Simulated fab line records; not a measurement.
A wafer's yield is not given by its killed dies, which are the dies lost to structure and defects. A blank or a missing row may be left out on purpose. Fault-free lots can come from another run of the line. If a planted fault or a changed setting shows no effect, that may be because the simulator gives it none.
One fault seen from 2 desks -- flow n5_finfet -- each desk has only its own numbers; what lay behind them comes last

## DESK OF THE TOOL OWNER: pvd_sputter-03
At N5_MIM_BOT_SPUTTER_00 (material TiN, target thk 35 nm, time 89.7 s) the tool's own readings: per lot run on this tool, the mean of the sampled wafers that have a number. The brackets show how far a lot's mean lies from the usual mean; more than 4 standard deviations puts the lot out of limits, marked OUT.
Columns: A = chamber_pressure_pa at N5_MIM_BOT_SPUTTER_00, usual 0.5000 Pa; B = throttle_valve_pct at N5_MIM_BOT_SPUTTER_00, usual 30.0 %
lot,first seen here,A,B
L799,day 13 18:49,0.4994,29.6
L800,day 13 22:12,0.4995,28.8
L801,day 13 22:24,0.4997,30.3
L802,day 14 10:31,0.4992,30.2
L805,day 15 04:09,0.4998,29.9
L807,day 15 09:05,0.4291 (-64) OUT,32.3
L806,day 15 13:21,0.4295 (-64) OUT,32.2
This desk's verdict: out of limits on L806, L807, starting with L807 at day 15 09:05 (chamber_pressure_pa at N5_MIM_BOT_SPUTTER_00). Within limits: L799, L800, L801, L802, L805.

## THE METROLOGY DESK
What the gauges read for every lot (on any tool): the sampled wafers with a number, averaged. The brackets show how far a lot's mean lies from the usual mean; more than 4 standard deviations puts the lot out of limits, marked OUT.
Columns: A = M15_RS at N5_BEOL_M15_RS_MEAS_54, usual 0.0215 ohm/sq
lot,first seen here,A
L792,day 11 20:22,0.0218
L797,day 13 01:56,0.0214
L799,day 13 17:14,0.0212
L800,day 13 20:17,0.0213
L801,day 13 20:26,0.0213
L802,day 14 07:22,0.0220
L805,day 15 01:59,0.0215
L807,day 15 06:35,0.0221
L806,day 15 12:05,0.0217
L808,day 15 12:39,0.0220
L809,day 15 22:23,0.0211
L813,day 16 23:04,0.0215
This desk's verdict: no lot among the 12 shows anything out of limits.

## ALL TOGETHER
The tool owner's desk had the chance to raise an alarm at day 15 09:05 on L806, L807.
At the metrology desk, nothing out of limits was observed.
The metrology desk has L806, L807 on record, within its limits.
All the named lots went through N5_MIM_BOT_SPUTTER_00 on pvd_sputter-03.

## WHAT WAS PUT IN BY THE SIMULATOR
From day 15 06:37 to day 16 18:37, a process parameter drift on pvd_sputter-03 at N5_MIM_BOT_SPUTTER_00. From 0.49996, the setting chamber_pressure_pa moved by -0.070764. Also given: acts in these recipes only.
Shown lots that were struck: L806, L807.
Hours from the fault's start to each desk's first reading out of limits: the tool owner's desk, 2.
